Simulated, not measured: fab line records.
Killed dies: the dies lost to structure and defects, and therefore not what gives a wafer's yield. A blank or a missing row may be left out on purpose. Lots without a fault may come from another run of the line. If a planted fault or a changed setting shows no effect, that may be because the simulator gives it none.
fab line records / flow n5-finfet / part 2 of 2: steps 23 to 36 of 36
record: lots: 5 wafers: 15 last-day: 17
route steps=1938 shown MIM_TOP_LITHO@1849 MIM_TOP_ETCH@1851 MIM_BOT_LITHO@1854 MIM_BOT_ETCH@1866 PASS1_CAP@1873 TV_LITHO@1875
lots untouched by any fault: they come from a run of this same line in which no faults occurred
start-h: hours from the record's opening day to when the first of the lot's shown wafers began / wait-h: time in hours since the lot's previous step / " as in the row above / L1.1+2: one row covering several wafers at once / - value missing, or start not given / * or withheld: withheld / < > ~ a bound
route shown NAME@n: NAME is a module with steps in the file, n the number in the route of the first one / usual: average and standard deviation across the fault-free wafers / same: alike in all rows / chamber/n: place in a boat / sites: each site's reading / _std_site: standard deviation across them / _edge_site: inner sites' mean taken away from outer sites' mean / radius-mm: for every site, how far away it sits from the centre of the wafer / mask NAME#n: copy n / behind: the last tool/chamber to shape the wafer / hold: what put the lot on hold/how long, in hours/how the hold closed / device: the transistor (n, p or np) that didn't switch / end of line: tests of these same wafers at the route's end / a step with no rows: only its recipe / killed: dies that structure and defects cost at the first sort, which is not the same as the wafer's yield / map: shows each die of a wafer: x if killed, . if not, _ if none is there
set.NAME: the setting that was run; set.NAME@STEP: the one run at that earlier step / model.NAME: the simulator's own value behind a step, which no gauge read
a table for each step, a row for each wafer; lots at some steps of the route
services: when a tool's chamber went out of use (start-h, in hours from the record's first day, below 0 if earlier), for how many hours, and the reason
== steps ==
step: N5_MIM_BOT_ETCH_CLEAN_05
recipe: chemistry: IPA time-s: 180 temp-c: 25
lot.wafer=L077.3+4+5 tool=wet-bench-04 chamber=2,4,1 start-h=276.65 wait-h=0.0
lot.wafer=L085.3+4+5 tool=wet-bench-02 chamber=0,7,1 start-h=316.14 wait-h=0.0
lot.wafer=L087.4+5+6 tool=wet-bench-02 chamber=2,3,5 start-h=337.67 wait-h=0.0
lot.wafer=L089.3+4+6 tool=wet-bench-01 chamber=3,4,7 start-h=344.55 wait-h=0.0
lot.wafer=L096.1+4+5 tool=wet-bench-02 chamber=4,0,3 start-h=401.35 wait-h=0.0
step: N5_MIM_BOT_ETCH_SRD_06
recipe: dry: ipa-marangoni time-s: 30 temp-c: 23 rinse-liquid: diw
lot.wafer=L077.3+4+5 tool=wet-bench-04 chamber=2,4,1 start-h=276.71 wait-h=0.0
lot.wafer=L085.3+4+5 tool=wet-bench-02 chamber=0,7,1 start-h=316.20 wait-h=0.0
lot.wafer=L087.4+5+6 tool=wet-bench-02 chamber=2,3,5 start-h=337.72 wait-h=0.0
lot.wafer=L089.3+4+6 tool=wet-bench-01 chamber=3,4,7 start-h=344.60 wait-h=0.0
lot.wafer=L096.1+4+5 tool=wet-bench-02 chamber=4,0,3 start-h=401.41 wait-h=0.0
step: N5_PASSIVATION_PECVD_55
recipe: material: SiO2 target-thk-a: 4000 temp-c: 400 precursor: SiH4/N2O pressure-torr: 2.7 rf-w: 608 time-s: 22.5
usual: chamber-pressure-Torr: 2.700/0.0066 heater-power-w: 652/73 showerhead-plenum-p-Torr: 8.15/0.089 throttle-valve-pct: 51.0/2.3
lot.wafer=L077.3 tool=pecvd-02 chamber=0 start-h=276.76 wait-h=0.0 chamber-pressure-Torr=2.682 heater-power-w=562 showerhead-plenum-p-Torr=8.16 throttle-valve-pct=56.0
lot.wafer=L077.4 tool=pecvd-02 chamber=2 start-h=276.76 wait-h=0.0 chamber-pressure-Torr=2.701 heater-power-w=643 showerhead-plenum-p-Torr=8.18 throttle-valve-pct=50.3
lot.wafer=L077.5 tool=pecvd-02 chamber=1 start-h=276.76 wait-h=0.0 chamber-pressure-Torr=2.701 heater-power-w=716 showerhead-plenum-p-Torr=8.27 throttle-valve-pct=51.9
lot.wafer=L085.3 tool=pecvd-02 chamber=0 start-h=316.26 wait-h=0.0 chamber-pressure-Torr=2.697 heater-power-w=659 showerhead-plenum-p-Torr=8.16 throttle-valve-pct=56.6
lot.wafer=L085.4 tool=pecvd-02 chamber=1 start-h=316.26 wait-h=0.0 chamber-pressure-Torr=2.700 heater-power-w=670 showerhead-plenum-p-Torr=8.28 throttle-valve-pct=51.7
lot.wafer=L085.5 tool=pecvd-02 chamber=1 start-h=316.26 wait-h=0.0 chamber-pressure-Torr=2.707 heater-power-w=678 showerhead-plenum-p-Torr=8.28 throttle-valve-pct=51.8
lot.wafer=L087.4 tool=pecvd-01 chamber=2 start-h=337.79 wait-h=0.1 chamber-pressure-Torr=2.702 heater-power-w=703 showerhead-plenum-p-Torr=8.19 throttle-valve-pct=47.5
lot.wafer=L087.5 tool=pecvd-01 chamber=0 start-h=337.79 wait-h=0.1 chamber-pressure-Torr=2.705 heater-power-w=515 showerhead-plenum-p-Torr=8.31 throttle-valve-pct=49.0
lot.wafer=L087.6 tool=pecvd-01 chamber=1 start-h=337.79 wait-h=0.1 chamber-pressure-Torr=2.707 heater-power-w=599 showerhead-plenum-p-Torr=8.02 throttle-valve-pct=51.6
lot.wafer=L089.3 tool=pecvd-03 chamber=1 start-h=344.65 wait-h=0.0 chamber-pressure-Torr=2.698 heater-power-w=552 showerhead-plenum-p-Torr=8.08 throttle-valve-pct=49.9
lot.wafer=L089.4 tool=pecvd-03 chamber=1 start-h=344.65 wait-h=0.0 chamber-pressure-Torr=2.693 heater-power-w=565 showerhead-plenum-p-Torr=8.07 throttle-valve-pct=49.8
lot.wafer=L089.6 tool=pecvd-03 chamber=0 start-h=344.65 wait-h=0.0 chamber-pressure-Torr=2.703 heater-power-w=653 showerhead-plenum-p-Torr=8.08 throttle-valve-pct=51.3
lot.wafer=L096.1 tool=pecvd-01 chamber=1 start-h=401.45 wait-h=0.0 chamber-pressure-Torr=2.701 heater-power-w=670 showerhead-plenum-p-Torr=8.00 throttle-valve-pct=51.5
lot.wafer=L096.4 tool=pecvd-01 chamber=1 start-h=401.45 wait-h=0.0 chamber-pressure-Torr=2.702 heater-power-w=652 showerhead-plenum-p-Torr=8.01 throttle-valve-pct=51.7
lot.wafer=L096.5 tool=pecvd-01 chamber=2 start-h=401.45 wait-h=0.0 chamber-pressure-Torr=2.697 heater-power-w=608 showerhead-plenum-p-Torr=8.20 throttle-valve-pct=47.7
step: N5_PASSIVATION_PECVD_01
recipe: material: SiNx target-thk-a: 2000 temp-c: 400 precursor: SiH4/NH3/N2 pressure-torr: 4.9 rf-w: 1406 time-s: 43.2
usual: chamber-pressure-Torr: 4.900/0.012 heater-power-w: 379/68 showerhead-plenum-p-Torr: 8.66/0.063 throttle-valve-pct: 28.9/1.3
lot.wafer=L077.3 tool=pecvd-02 chamber=0 start-h=276.79 wait-h=0.0 chamber-pressure-Torr=4.892 heater-power-w=358 showerhead-plenum-p-Torr=8.67 throttle-valve-pct=32.0
lot.wafer=L077.4 tool=pecvd-02 chamber=2 start-h=276.79 wait-h=0.0 chamber-pressure-Torr=4.900 heater-power-w=346 showerhead-plenum-p-Torr=8.68 throttle-valve-pct=28.6
lot.wafer=L077.5 tool=pecvd-02 chamber=1 start-h=276.79 wait-h=0.0 chamber-pressure-Torr=4.912 heater-power-w=401 showerhead-plenum-p-Torr=8.74 throttle-valve-pct=29.5
lot.wafer=L085.3 tool=pecvd-02 chamber=0 start-h=316.32 wait-h=0.0 chamber-pressure-Torr=4.900 heater-power-w=227 showerhead-plenum-p-Torr=8.68 throttle-valve-pct=31.8
lot.wafer=L085.4 tool=pecvd-02 chamber=1 start-h=316.32 wait-h=0.0 chamber-pressure-Torr=4.897 heater-power-w=344 showerhead-plenum-p-Torr=8.76 throttle-valve-pct=29.4
lot.wafer=L085.5 tool=pecvd-02 chamber=1 start-h=316.32 wait-h=0.0 chamber-pressure-Torr=4.895 heater-power-w=361 showerhead-plenum-p-Torr=8.74 throttle-valve-pct=29.5
lot.wafer=L087.4 tool=pecvd-01 chamber=2 start-h=337.83 wait-h=0.0 chamber-pressure-Torr=4.919 heater-power-w=414 showerhead-plenum-p-Torr=8.70 throttle-valve-pct=27.1
lot.wafer=L087.5 tool=pecvd-01 chamber=0 start-h=337.83 wait-h=0.0 chamber-pressure-Torr=4.914 heater-power-w=352 showerhead-plenum-p-Torr=8.77 throttle-valve-pct=27.5
lot.wafer=L087.6 tool=pecvd-01 chamber=1 start-h=337.83 wait-h=0.0 chamber-pressure-Torr=4.897 heater-power-w=350 showerhead-plenum-p-Torr=8.57 throttle-valve-pct=29.1
lot.wafer=L089.3 tool=pecvd-03 chamber=1 start-h=344.69 wait-h=0.0 chamber-pressure-Torr=4.904 heater-power-w=366 showerhead-plenum-p-Torr=8.62 throttle-valve-pct=28.5
lot.wafer=L089.4 tool=pecvd-03 chamber=1 start-h=344.69 wait-h=0.0 chamber-pressure-Torr=4.907 heater-power-w=379 showerhead-plenum-p-Torr=8.62 throttle-valve-pct=28.1
lot.wafer=L089.6 tool=pecvd-03 chamber=0 start-h=344.69 wait-h=0.0 chamber-pressure-Torr=4.891 heater-power-w=400 showerhead-plenum-p-Torr=8.60 throttle-valve-pct=29.1
lot.wafer=L096.1 tool=pecvd-01 chamber=1 start-h=401.49 wait-h=0.0 chamber-pressure-Torr=4.903 heater-power-w=314 showerhead-plenum-p-Torr=8.56 throttle-valve-pct=29.2
lot.wafer=L096.4 tool=pecvd-01 chamber=1 start-h=401.49 wait-h=0.0 chamber-pressure-Torr=4.886 heater-power-w=330 showerhead-plenum-p-Torr=8.56 throttle-valve-pct=29.2
lot.wafer=L096.5 tool=pecvd-01 chamber=2 start-h=401.49 wait-h=0.0 chamber-pressure-Torr=4.902 heater-power-w=352 showerhead-plenum-p-Torr=8.72 throttle-valve-pct=27.1
step: N5_PASSIVATION_HMDS_03
recipe: time-s: 60 temp-c: 120
lot.wafer=L077.3+4+5 tool=litho-track-05 chamber=0 start-h=278.66 wait-h=1.8
lot.wafer=L085.3+4+5 tool=litho-track-02 chamber=0 start-h=318.91 wait-h=2.6
lot.wafer=L087.4+5+6 tool=litho-track-01 chamber=0 start-h=340.44 wait-h=2.6
lot.wafer=L089.3+4+6 tool=litho-track-01 chamber=0 start-h=344.86 wait-h=0.2
lot.wafer=L096.1+4+5 tool=litho-track-01 chamber=0 start-h=401.93 wait-h=0.4
step: N5_PASSIVATION_COAT_04
recipe: spin-rpm: * resist-thk-nm: *
usual: spin-speed-rpm: *
lot.wafer=L077.3 tool=litho-track-05 chamber=0 start-h=- wait-h=- spin-speed-rpm=*
lot.wafer=L077.4 tool=litho-track-05 chamber=0 start-h=- wait-h=- spin-speed-rpm=*
lot.wafer=L077.5 tool=litho-track-05 chamber=0 start-h=- wait-h=- spin-speed-rpm=*
lot.wafer=L085.3 tool=litho-track-02 chamber=0 start-h=- wait-h=- spin-speed-rpm=*
lot.wafer=L085.4 tool=litho-track-02 chamber=0 start-h=- wait-h=- spin-speed-rpm=*
lot.wafer=L085.5 tool=litho-track-02 chamber=0 start-h=- wait-h=- spin-speed-rpm=*
lot.wafer=L087.4 tool=litho-track-01 chamber=0 start-h=- wait-h=- spin-speed-rpm=*
lot.wafer=L087.5 tool=litho-track-01 chamber=0 start-h=- wait-h=- spin-speed-rpm=*
lot.wafer=L087.6 tool=litho-track-01 chamber=0 start-h=- wait-h=- spin-speed-rpm=*
lot.wafer=L089.3 tool=litho-track-01 chamber=0 start-h=- wait-h=- spin-speed-rpm=*
lot.wafer=L089.4 tool=litho-track-01 chamber=0 start-h=- wait-h=- spin-speed-rpm=*
lot.wafer=L089.6 tool=litho-track-01 chamber=0 start-h=- wait-h=- spin-speed-rpm=*
lot.wafer=L096.1 tool=litho-track-01 chamber=0 start-h=- wait-h=- spin-speed-rpm=*
lot.wafer=L096.4 tool=litho-track-01 chamber=0 start-h=- wait-h=- spin-speed-rpm=*
lot.wafer=L096.5 tool=litho-track-01 chamber=0 start-h=- wait-h=- spin-speed-rpm=*
step: N5_PASSIVATION_EBR_06
recipe: solvent: PGMEA ebr-width-mm: 1.5
lot.wafer=L077.3+4+5 tool=litho-track-05 chamber=0 start-h=- wait-h=-
lot.wafer=L085.3+4+5 tool=litho-track-02 chamber=0 start-h=- wait-h=-
lot.wafer=L087.4+5+6 tool=litho-track-01 chamber=0 start-h=- wait-h=-
lot.wafer=L089.3+4+6 tool=litho-track-01 chamber=0 start-h=- wait-h=-
lot.wafer=L096.1+4+5 tool=litho-track-01 chamber=0 start-h=- wait-h=-
step: N5_PASSIVATION_SOFTBAKE_05
recipe: temp-c: 100 time-s: 90
lot.wafer=L077.3+4+5 tool=litho-track-05 chamber=0 start-h=- wait-h=-
lot.wafer=L085.3+4+5 tool=litho-track-02 chamber=0 start-h=- wait-h=-
lot.wafer=L087.4+5+6 tool=litho-track-01 chamber=0 start-h=- wait-h=-
lot.wafer=L089.3+4+6 tool=litho-track-01 chamber=0 start-h=- wait-h=-
lot.wafer=L096.1+4+5 tool=litho-track-01 chamber=0 start-h=- wait-h=-
step: N5_PASSIVATION_EXPOSE_07
recipe: mask-id: TV na: 0.55 source-shape: conventional sigma-outer: 0.8 polarization: unpolarized defocus-nm: 0 target-cd-nm: 3000 dose-mj: 22.75
same: na: 0.55
lot.wafer=L077.3+4+5 tool=krf-scanner-02 chamber=0 start-h=278.90 wait-h=- mask=TV#0
lot.wafer=L085.3+4+5 tool=krf-scanner-02 chamber=0 start-h=319.15 wait-h=- mask=TV#0
lot.wafer=L087.4+5+6 tool=krf-scanner-02 chamber=0 start-h=340.56 wait-h=- mask=TV#0
lot.wafer=L089.3+4+6 tool=krf-scanner-02 chamber=0 start-h=345.11 wait-h=- mask=TV#0
lot.wafer=L096.1+4+5 tool=krf-scanner-02 chamber=0 start-h=402.04 wait-h=- mask=TV#0
step: N5_PASSIVATION_PEB_08
recipe: peb-temp-c: withheld peb-time-s: *
lot.wafer=L077.3+4+5 tool=litho-track-01 chamber=0 start-h=278.95 wait-h=0.0
lot.wafer=L085.3+4+5 tool=litho-track-01 chamber=0 start-h=319.20 wait-h=0.0
lot.wafer=L087.4+5+6 tool=litho-track-02 chamber=0 start-h=340.60 wait-h=0.0
lot.wafer=L089.3+4+6 tool=litho-track-05 chamber=0 start-h=345.16 wait-h=0.0
lot.wafer=L096.1+4+5 tool=litho-track-01 chamber=0 start-h=402.10 wait-h=0.1
step: N5_PASSIVATION_DEVELOP_09
recipe: develop-time-s: 60 rinse-liquid: diw dry: air-spin dev-temp-c: 21
lot.wafer=L077.3+4+5 tool=litho-track-01 chamber=0 start-h=- wait-h=-
lot.wafer=L085.3+4+5 tool=litho-track-01 chamber=0 start-h=- wait-h=-
lot.wafer=L087.4+5+6 tool=litho-track-02 chamber=0 start-h=- wait-h=-
lot.wafer=L089.3+4+6 tool=litho-track-05 chamber=0 start-h=- wait-h=-
lot.wafer=L096.1+4+5 tool=litho-track-01 chamber=0 start-h=- wait-h=-
step: N5_PASSIVATION_HARDBAKE_11
recipe: temp-c: 130 time-s: 120
lot.wafer=L077.3+4+5 tool=litho-track-01 chamber=0 start-h=- wait-h=-
lot.wafer=L085.3+4+5 tool=litho-track-01 chamber=0 start-h=- wait-h=-
lot.wafer=L087.4+5+6 tool=litho-track-02 chamber=0 start-h=- wait-h=-
lot.wafer=L089.3+4+6 tool=litho-track-05 chamber=0 start-h=- wait-h=-
lot.wafer=L096.1+4+5 tool=litho-track-01 chamber=0 start-h=- wait-h=-
step: N5_PASSIVATION_CD_MEAS_10
recipe: target-cd-nm: 3000 landing-energy-ev: 500 detector: se-inlens
usual: cd-nm: 3001/3.5
lot.wafer=L077.3 tool=cd-sem-02 chamber=0 start-h=279.07 wait-h=- cd-nm=3000
lot.wafer=L077.4 tool=cd-sem-02 chamber=0 start-h=279.07 wait-h=- cd-nm=2999
lot.wafer=L077.5 tool=cd-sem-02 chamber=0 start-h=279.07 wait-h=- cd-nm=3000
lot.wafer=L085.3 tool=cd-sem-01 chamber=0 start-h=319.32 wait-h=- cd-nm=3001
lot.wafer=L085.4 tool=cd-sem-01 chamber=0 start-h=319.32 wait-h=- cd-nm=2996
lot.wafer=L085.5 tool=cd-sem-01 chamber=0 start-h=319.32 wait-h=- cd-nm=2999
lot.wafer=L087.4 tool=cd-sem-03 chamber=0 start-h=340.72 wait-h=- cd-nm=2997
lot.wafer=L087.5 tool=cd-sem-03 chamber=0 start-h=340.72 wait-h=- cd-nm=2996
lot.wafer=L087.6 tool=cd-sem-03 chamber=0 start-h=340.72 wait-h=- cd-nm=2998
lot.wafer=L089.3 tool=cd-sem-01 chamber=0 start-h=345.28 wait-h=- cd-nm=3001
lot.wafer=L089.4 tool=cd-sem-01 chamber=0 start-h=345.28 wait-h=- cd-nm=3001
lot.wafer=L089.6 tool=cd-sem-01 chamber=0 start-h=345.28 wait-h=- cd-nm=3009
lot.wafer=L096.1 tool=cd-sem-03 chamber=0 start-h=402.22 wait-h=- cd-nm=3003
lot.wafer=L096.4 tool=cd-sem-03 chamber=0 start-h=402.22 wait-h=- cd-nm=3000
lot.wafer=L096.5 tool=cd-sem-03 chamber=0 start-h=402.22 wait-h=- cd-nm=3003
step: N5_PASSIVATION_OVL_MEAS_60
recipe: points-per-wafer: 44
usual: TV_OVL: 0/4.8
lot.wafer=L077.3 tool=overlay-02 chamber=0 start-h=279.10 wait-h=0.0 TV_OVL[nm]=1
lot.wafer=L077.4 tool=overlay-02 chamber=0 start-h=279.10 wait-h=0.0 TV_OVL[nm]=-6
lot.wafer=L077.5 tool=overlay-02 chamber=0 start-h=279.10 wait-h=0.0 TV_OVL[nm]=-5
lot.wafer=L085.3 tool=overlay-01 chamber=0 start-h=319.35 wait-h=0.0 TV_OVL[nm]=-3
lot.wafer=L085.4 tool=overlay-01 chamber=0 start-h=319.35 wait-h=0.0 TV_OVL[nm]=5
lot.wafer=L085.5 tool=overlay-01 chamber=0 start-h=319.35 wait-h=0.0 TV_OVL[nm]=-3
lot.wafer=L087.4 tool=overlay-01 chamber=0 start-h=340.75 wait-h=0.0 TV_OVL[nm]=-1
lot.wafer=L087.5 tool=overlay-01 chamber=0 start-h=340.75 wait-h=0.0 TV_OVL[nm]=1
lot.wafer=L087.6 tool=overlay-01 chamber=0 start-h=340.75 wait-h=0.0 TV_OVL[nm]=-2
lot.wafer=L089.3 tool=overlay-02 chamber=0 start-h=345.31 wait-h=0.0 TV_OVL[nm]=-2
lot.wafer=L089.4 tool=overlay-02 chamber=0 start-h=345.31 wait-h=0.0 TV_OVL[nm]=6
lot.wafer=L089.6 tool=overlay-02 chamber=0 start-h=345.31 wait-h=0.0 TV_OVL[nm]=-1
lot.wafer=L096.1 tool=overlay-02 chamber=0 start-h=402.25 wait-h=0.0 TV_OVL[nm]=-1
lot.wafer=L096.4 tool=overlay-02 chamber=0 start-h=402.25 wait-h=0.0 TV_OVL[nm]=1
lot.wafer=L096.5 tool=overlay-02 chamber=0 start-h=402.25 wait-h=0.0 TV_OVL[nm]=2
== services ==
tool=rie-metal-02 chamber=1 start-h=253.26 hours=20.9 kind=repair
tool=rie-metal-01 chamber=0 start-h=255.82 hours=10.7 kind=repair
tool=pecvd-04 chamber=1 start-h=256.77 hours=2.0 kind=repair
tool=krf-scanner-02 chamber=- start-h=263.90 hours=1.3 kind=pm
tool=pecvd-01 chamber=- start-h=265.34 hours=11.7 kind=repair
tool=krf-scanner-01 chamber=- start-h=271.88 hours=0.2 kind=repair
tool=wet-bench-01 chamber=- start-h=284.72 hours=2.6 kind=repair
tool=pecvd-04 chamber=- start-h=288.42 hours=0.8 kind=repair
tool=krf-scanner-01 chamber=- start-h=298.39 hours=9.9 kind=repair
tool=rie-diel-06 chamber=2 start-h=302.78 hours=3.3 kind=repair
tool=pecvd-02 chamber=2 start-h=305.69 hours=20.6 kind=repair
tool=rie-diel-04 chamber=3 start-h=307.04 hours=5.2 kind=repair
tool=rie-metal-01 chamber=0 start-h=313.18 hours=11.0 kind=repair
tool=krf-scanner-01 chamber=- start-h=320.75 hours=0.8 kind=pm
tool=krf-scanner-02 chamber=- start-h=321.50 hours=1.0 kind=pm
tool=rie-diel-04 chamber=1 start-h=324.53 hours=5.2 kind=repair
tool=rie-diel-05 chamber=2 start-h=336.31 hours=4.8 kind=repair
tool=wet-bench-02 chamber=- start-h=337.91 hours=2.9 kind=repair
tool=krf-scanner-01 chamber=- start-h=353.49 hours=1.0 kind=pm
tool=rie-metal-02 chamber=- start-h=360.34 hours=2.8 kind=pm
tool=rie-metal-02 chamber=- start-h=372.38 hours=2.2 kind=repair
tool=rie-metal-01 chamber=- start-h=376.53 hours=7.2 kind=repair
tool=rie-diel-05 chamber=0 start-h=379.50 hours=2.6 kind=repair
tool=krf-scanner-02 chamber=- start-h=384.11 hours=0.8 kind=pm
